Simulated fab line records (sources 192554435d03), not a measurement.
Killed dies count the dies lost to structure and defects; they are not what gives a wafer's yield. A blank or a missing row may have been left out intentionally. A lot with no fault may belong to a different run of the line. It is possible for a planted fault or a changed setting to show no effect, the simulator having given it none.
Struck lot and sound lot, side by side -- flow n5_finfet -- 15 out of 1938 route steps
Sound: wafers L617.1, L617.5, L617.6. The struck wafers were L619.3, L619.5, L619.6. At the end, the cause is stated.
At each step with rows: each side's tool, then ch and its chambers, then its first start. Under that, the readings that differ: sound wafers -- struck wafers -- difference of the means -- sigmas: that difference in standard deviations of wafers without a fault.
alike: same words and numbers on both sides, and readings whose means sit less than 2 such deviations apart. not compared: any withheld reading, any reading some wafer has no value for, any bound like >300 that may hide the same value, and any number with overlapping values for which the record gives no deviation.
A row with sigmas, a row that says differs or no value, or rows on one side alone: a step with any of these is where the two part. Numbers that have no deviation but don't overlap get no sigmas and don't part them. A reading missing from all wafers of one side parts the sides only when that side holds two or more wafers.

first, 8 steps without rows for these wafers: N5_ZERO_LAYER_HMDS_04 (time 60 s); N5_ZERO_LAYER_COAT_05 (resist thk 1000 nm); N5_ZERO_LAYER_EBR_07; N5_ZERO_LAYER_SOFTBAKE_06 (time 90 s); N5_ZERO_LAYER_EXPOSE_08 (exposes mask ZERO, defocus 0 nm, target cd 2000 nm); N5_ZERO_LAYER_PEB_09; N5_ZERO_LAYER_DEVELOP_10 (develop time 60 s); N5_ZERO_LAYER_HARDBAKE_23 (time 120 s).
N5_ZERO_LAYER_CD_MEAS_11: the cd target is 2000 nm.
  sound on cd_sem-01 ch 0, day 1 12:39; struck on cd_sem-01 ch 0, day 2 00:40
  alike: cd_nm
N5_ZERO_LAYER_DESCUM_16: chemistry O2, time 7.9 s.
  sound on rie_diel-01 ch 0,3, day 1 12:43; struck on rie_diel-03 ch 0,1,2, day 2 00:42
  alike: drypump_motor_current_A, oes_product_au, rf_vpp_V, showerhead_plenum_p_Torr, throttle_valve_pct
  not compared: rf_hours_counter_h
N5_ZERO_LAYER_ETCH_17: etches SiO2 in CF4, target depth 12 nm, time 13.3 s.
  sound on rie_diel-01 ch 0,3, day 1 12:46; struck on rie_diel-03 ch 0,1,2, day 2 00:44
  alike: drypump_motor_current_A, oes_product_au, rf_vpp_V, showerhead_plenum_p_Torr, throttle_valve_pct
  not compared: rf_hours_counter_h
N5_ZERO_LAYER_ETCH_18: etches Si in HBr/Cl2, target depth 120 nm, time 40 s.
  sound on rie_si-06 ch 0,3, day 1 12:50; struck on rie_si-06 ch 0,1, day 2 00:49
  alike: HBr_flow_sccm, drypump_motor_current_A, oes_product_au, throttle_valve_pct
  not compared: rf_hours_counter_h
N5_ZERO_LAYER_STRIP_24: strips in O2.
  sound on plasma_asher-01 ch 0,1, day 1 12:56; struck on plasma_asher-01 ch 0,1, day 2 00:56
  no value came back on the struck wafers for any of 5 readings (chamber_pressure_mTorr (mTorr), drypump_motor_current_A (A) and others); on the sound wafers chamber_pressure_mTorr (mTorr) reads 998.8 1000.5 998.3
reading,sound,struck,difference,sigmas
model.coat_of_ZERO_LAYER_COAT_05.thk_nm (nm),0 0 0,931.8 930 930.5,+930.8,
  not compared: rf_hours_counter_h
then, 1 step without rows for these wafers: N5_ZERO_LAYER_STRIP_19 (strips in SPM, time 900 s).
-- the record jumps here: 6 days lie between the struck wafers' starts before and after (it left off in module ZERO_LAYER and takes up again in module BEOL_M4, whose first step shown is number 1111 of the route) --
N5_BEOL_M4_RC_MEAS_101:
  sound on prober-02 ch 0, day 7 19:30; struck on prober-02 ch 0, day 7 22:05
  alike: DIBL_N, DIBL_P, IOFF_N, IOFF_P, ION_N, ION_P, SS_N, SS_P, VT_N, VT_P

## WHERE THEY PART
N5_ZERO_LAYER_STRIP_24 only, going by this record. Later steps at which nothing parts them and some readings are alike: N5_BEOL_M4_RC_MEAS_101.

WHY: whatever the simulator had introduced
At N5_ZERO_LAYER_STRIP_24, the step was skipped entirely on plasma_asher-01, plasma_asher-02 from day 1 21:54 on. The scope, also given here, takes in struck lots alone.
